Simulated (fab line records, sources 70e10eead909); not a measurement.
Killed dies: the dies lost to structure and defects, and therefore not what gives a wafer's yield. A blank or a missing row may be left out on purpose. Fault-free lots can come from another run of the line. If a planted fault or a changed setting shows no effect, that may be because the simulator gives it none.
What tool caused it? :: flow nand harc :: Sampling: 15 lots, 45 wafers, 5 of 1159 route steps

WHAT EACH GAUGE READ, for each wafer
NHARC_P_START_INSPECT_01. Usual: raw defect count reads 3.5 (standard deviation 2).
lot: L671
measured: day 1 12:02
on: defect inspect-01
raw defect count: 4 3 3
flag: 

lot: L673
measured: day 2 00:02
on: defect inspect-01
raw defect count: 5 4 3
flag: 

lot: L679
measured: day 3 12:02
on: defect inspect-02
raw defect count: 1 1 1
flag: 

lot: L680
measured: day 3 18:02
on: defect inspect-01
raw defect count: 7 1 1
flag: 

lot: L681
measured: day 4 00:02
on: defect inspect-02
raw defect count: 3 6 3
flag: 

lot: L684
measured: day 4 18:02
on: defect inspect-02
raw defect count: 3 0 2
flag: 

lot: L685
measured: day 5 00:02
on: defect inspect-01
raw defect count: 3 5 3
flag: 

lot: L686
measured: day 5 06:02
on: defect inspect-02
raw defect count: 3 3 4
flag: 

lot: L687
measured: day 5 12:02
on: defect inspect-02
raw defect count: 7 4 7
flag: 

lot: L688
measured: day 5 18:02
on: defect inspect-02
raw defect count: 4 3 3
flag: 

lot: L689
measured: day 6 00:02
on: defect inspect-01
raw defect count: 2 5 5
flag: 

lot: L690
measured: day 6 06:02
on: defect inspect-02
raw defect count: 2 1 4
flag: 

lot: L691
measured: day 6 12:02
on: defect inspect-02
raw defect count: 4 1 7
flag: 

lot: L692
measured: day 6 18:02
on: defect inspect-01
raw defect count: 4 1 2
flag: 

lot: L693
measured: day 7 00:02
on: defect inspect-02
raw defect count: 3 2 1
flag: 

NHARC_P_STI_OVL_MEAS_10. Usual: overlay x nm 0 nm, standard deviation 5.7; overlay y nm 0 nm, standard deviation 5.4.
lot: L671
measured: day 2 16:31
on: overlay-01
overlay x nm (nm): 0 0 0
overlay y nm (nm): 1 2 1
flag: 

lot: L673
measured: day 2 22:58
on: overlay-02
overlay x nm (nm): -4 -4 -5
overlay y nm (nm): -6 -5 -6
flag: 

lot: L679
measured: day 4 13:51
on: overlay-01
overlay x nm (nm): 7 7 7
overlay y nm (nm): -1 -1 -1
flag: 

lot: L680
measured: day 4 13:53
on: overlay-02
overlay x nm (nm): 2 3 2
overlay y nm (nm): 7 7 7
flag: 

lot: L681
measured: day 4 22:51
on: overlay-01
overlay x nm (nm): 4 4 5
overlay y nm (nm): -5 -5 -5
flag: 

lot: L684
measured: day 5 19:47
on: overlay-02
overlay x nm (nm): 1 1 1
overlay y nm (nm): -3 -4 -4
flag: 

lot: L685
measured: day 5 19:37
on: overlay-01
overlay x nm (nm): -4 -4 -4
overlay y nm (nm): -3 -3 -4
flag: 

lot: L686
measured: day 6 05:23
on: overlay-02
overlay x nm (nm): -5 -5 -5
overlay y nm (nm): -2 -2 -2
flag: 

lot: L687
measured: day 6 13:44
on: overlay-01
overlay x nm (nm): 1 0 1
overlay y nm (nm): -6 -6 -6
flag: 

lot: L688
measured: day 6 13:34
on: overlay-02
overlay x nm (nm): 8 8 7
overlay y nm (nm): 7 7 6
flag: 

lot: L689
measured: day 6 23:13
on: overlay-02
overlay x nm (nm): 3 3 3
overlay y nm (nm): 7 7 7
flag: 

lot: L690
measured: day 7 05:23
on: overlay-01
overlay x nm (nm): -7 -7 -6
overlay y nm (nm): -3 -3 -3
flag: 

lot: L691
measured: day 7 14:00
on: overlay-01
overlay x nm (nm): 2 2 3
overlay y nm (nm): 3 4 3
flag: 

lot: L692
measured: day 7 14:10
on: overlay-02
overlay x nm (nm): -4 -4 -4
overlay y nm (nm): -2 -2 -1
flag: 

lot: L693
measured: day 8 06:27
on: overlay-02
overlay x nm (nm): -2 -2 -2
overlay y nm (nm): -2 -2 -2
flag: 

NHARC_P_STI_OCD_MEAS_43. Usual: trench foot cd nm reads 158.8 nm (standard deviation 2.4).
lot: L671
measured: day 2 17:43
on: ocd-02
trench foot cd nm (nm): 155.9 157.6 159.1
flag: 

lot: L673
measured: day 3 00:11
on: ocd-01
trench foot cd nm (nm): 160.6 161.5 162.2
flag: 

lot: L679
measured: day 4 15:03
on: ocd-01
trench foot cd nm (nm): 159.0 162.0 157.0
flag: 

lot: L680
measured: day 4 15:05
on: ocd-02
trench foot cd nm (nm): 156.4 158.4 158.6
flag: 

lot: L681
measured: day 5 00:04
on: ocd-01
trench foot cd nm (nm): 158.7 154.8 154.9
flag: 

lot: L684
measured: day 5 20:59
on: ocd-02
trench foot cd nm (nm): 161.4 162.9 160.6
flag: 

lot: L685
measured: day 5 20:52
on: ocd-01
trench foot cd nm (nm): 156.8 155.9 155.7
flag: 

lot: L686
measured: day 6 06:35
on: ocd-02
trench foot cd nm (nm): 161.7 164.1 157.5
flag: 

lot: L687
measured: day 6 15:03
on: ocd-01
trench foot cd nm (nm): 163.0 155.2 160.0
flag: 

lot: L688
measured: day 6 14:53
on: ocd-01
trench foot cd nm (nm): 162.7 161.5 159.7
flag: 

lot: L689
measured: day 7 00:25
on: ocd-01
trench foot cd nm (nm): 158.3 159.1 158.8
flag: 

lot: L690
measured: day 7 06:39
on: ocd-02
trench foot cd nm (nm): 158.2 159.2 161.7
flag: 

lot: L691
measured: day 7 15:24
on: ocd-01
trench foot cd nm (nm): 153.8 154.2 156.9
flag: 

lot: L692
measured: day 7 15:22
on: ocd-02
trench foot cd nm (nm): 153.9 159.4 158.1
flag: 

lot: L693
measured: day 8 07:41
on: ocd-02
trench foot cd nm (nm): 158.5 158.7 159.2
flag: 

NHARC_END_SORT_01. Usual: killed at array 29, standard deviation 8.4; killed at other 0.7, standard deviation 1.2; killed at periphery 3.8, standard deviation 2.1; killed dies 33, standard deviation 9; killed open 3.4, standard deviation 2; killed short 2.1, standard deviation 1.4.
lot: L679
measured: day 22 07:05
on: prober-01
killed at array: 22 23 22
killed at other: 0 0 0
killed at periphery: 655 654 655
killed dies: 677 677 677
killed open: 4 2 5
killed short: 2 5 0
flag: OFF

lot: L680
measured: day 22 00:01
on: prober-01
killed at array: 27 29 28
killed at other: 0 0 0
killed at periphery: 650 648 649
killed dies: 677 677 677
killed open: 1 4 5
killed short: 3 2 1
flag: OFF

lot: L681
measured: day 22 22:37
on: prober-02
killed at array: 38 36 34
killed at other: 0 0 0
killed at periphery: 639 641 643
killed dies: 677 677 677
killed open: 5 4 2
killed short: 6 3 2
flag: OFF

EACH LOT AND THE TOOL THAT RAN IT (in order: tool; ch and the chambers of the sampled wafers; start)
lot: L671
NHARC_P_STI_HM_DEP_30: lpcvd-02 ch 0, day 2 12:19

lot: L673
NHARC_P_STI_HM_DEP_30: lpcvd-02 ch 0, day 2 18:53

lot: L679
NHARC_P_STI_HM_DEP_30: lpcvd-02 ch 0, day 4 09:46

lot: L680
NHARC_P_STI_HM_DEP_30: lpcvd-02 ch 1, day 4 09:46

lot: L681
NHARC_P_STI_HM_DEP_30: lpcvd-02 ch 0, day 4 18:44

lot: L684
NHARC_P_STI_HM_DEP_30: lpcvd-02 ch 0, day 5 15:26

lot: L685
NHARC_P_STI_HM_DEP_30: lpcvd-02 ch 1, day 5 15:26

lot: L686
NHARC_P_STI_HM_DEP_30: lpcvd-02 ch 0, day 6 01:16

lot: L687
NHARC_P_STI_HM_DEP_30: lpcvd-01 ch 1, day 6 09:20

lot: L688
NHARC_P_STI_HM_DEP_30: lpcvd-01 ch 1, day 6 09:20

lot: L689
NHARC_P_STI_HM_DEP_30: lpcvd-02 ch 1, day 6 19:04

lot: L690
NHARC_P_STI_HM_DEP_30: lpcvd-01 ch 0, day 7 01:17

lot: L691
NHARC_P_STI_HM_DEP_30: lpcvd-01 ch 1, day 7 09:48

lot: L692
NHARC_P_STI_HM_DEP_30: lpcvd-01 ch 1, day 7 09:48

lot: L693
NHARC_P_STI_HM_DEP_30: lpcvd-02 ch 1, day 7 20:09
- NHARC_P_STI_HM_DEP_30: deposits Si3N4, target thk 80 nm, time 873 s.

WHAT THE TOOLS THEMSELVES READ (means of the sampled wafers that have a number; where no wafer has one, the mark that the record gives instead)
NHARC_P_STI_HM_DEP_30. Usual: pressure mtorr 299.8 mTorr, standard deviation 0.55; run length s 897 s, standard deviation 7; spike tc centre C 790.9 C, standard deviation 1.6; spike tc lower C 789.8 C, standard deviation 1.3.
lot: L671
tool: lpcvd-02
pressure mtorr (mTorr): 299.9
run length s (s): 904
spike tc centre C (C): 791.5
spike tc lower C (C): 790.4
flag: 

lot: L673
tool: lpcvd-02
pressure mtorr (mTorr): 300.0
run length s (s): 902
spike tc centre C (C): 790.0
spike tc lower C (C): 791.5
flag: 

lot: L679
tool: lpcvd-02
pressure mtorr (mTorr): -
run length s (s): -
spike tc centre C (C): -
spike tc lower C (C): -
flag: OFF

lot: L680
tool: lpcvd-02
pressure mtorr (mTorr): -
run length s (s): -
spike tc centre C (C): -
spike tc lower C (C): -
flag: OFF

lot: L681
tool: lpcvd-02
pressure mtorr (mTorr): -
run length s (s): -
spike tc centre C (C): -
spike tc lower C (C): -
flag: OFF

lot: L684
tool: lpcvd-02
pressure mtorr (mTorr): 299.8
run length s (s): 902
spike tc centre C (C): 790.7
spike tc lower C (C): 790.6
flag: 

lot: L685
tool: lpcvd-02
pressure mtorr (mTorr): 299.6
run length s (s): 894
spike tc centre C (C): 792.4
spike tc lower C (C): 789.4
flag: 

lot: L686
tool: lpcvd-02
pressure mtorr (mTorr): 299.7
run length s (s): 900
spike tc centre C (C): 792.1
spike tc lower C (C): 790.4
flag: 

lot: L687
tool: lpcvd-01
pressure mtorr (mTorr): 299.6
run length s (s): 894
spike tc centre C (C): 789.2
spike tc lower C (C): 788.1
flag: 

lot: L688
tool: lpcvd-01
pressure mtorr (mTorr): 300.2
run length s (s): 893
spike tc centre C (C): 789.0
spike tc lower C (C): 788.7
flag: 

lot: L689
tool: lpcvd-02
pressure mtorr (mTorr): 300.3
run length s (s): 892
spike tc centre C (C): 792.7
spike tc lower C (C): 790.1
flag: 

lot: L690
tool: lpcvd-01
pressure mtorr (mTorr): 300.0
run length s (s): 910
spike tc centre C (C): 791.2
spike tc lower C (C): 790.6
flag: 

lot: L691
tool: lpcvd-01
pressure mtorr (mTorr): 299.7
run length s (s): 891
spike tc centre C (C): 790.0
spike tc lower C (C): 789.4
flag: 

lot: L692
tool: lpcvd-01
pressure mtorr (mTorr): 299.7
run length s (s): 896
spike tc centre C (C): 789.1
spike tc lower C (C): 788.3
flag: 

lot: L693
tool: lpcvd-02
pressure mtorr (mTorr): 299.0
run length s (s): 887
spike tc centre C (C): 792.2
spike tc lower C (C): 789.0
flag: 

THE ANSWER, worked out from the rows above alone
Rule: take the mean of a lot's wafers that have a number; if it is more than 3 standard deviations from the usual mean, the lot is off. Also off: a lot with no number at a reading for which 4 or more lots have one. All remaining lots with rows at the step are treated as sound. After the gauges, taken in route order, come the tools' own readings; for these a lot's mean is taken, as printed above. The first step at which some lot is off is used, and at that step the reading that is off furthest; a lot without a number counts as furthest.
Off: L679, L680, L681, at NHARC_END_SORT_01 (killed at periphery). Neither off nor sound, because the step has no rows for them: L671, L673, L684, L685, L686, L687, L688, L689, L690, L691, L692, L693.
A tool fits if, at a process step before that reading, it ran every lot that is off, and no sound lot after the first of them. The gauges at NHARC_END_SORT_01 aren't tried: what is off there is off at NHARC_P_STI_HM_DEP_30 too, on other tools, and a gauge's error can't cause that. One candidate fits, namely lpcvd-02 at NHARC_P_STI_HM_DEP_30. It ran no sound lot before its first lot that is off in this sample, so the start can't be narrowed down.

WHAT THE SIMULATOR PUT IN
Skipped step whole: lpcvd-02, from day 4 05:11 on, at NHARC_P_STI_HM_DEP_30. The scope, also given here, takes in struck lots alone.
Lots struck among those shown: L679, L680, L681. The rule given above showed the same thing.
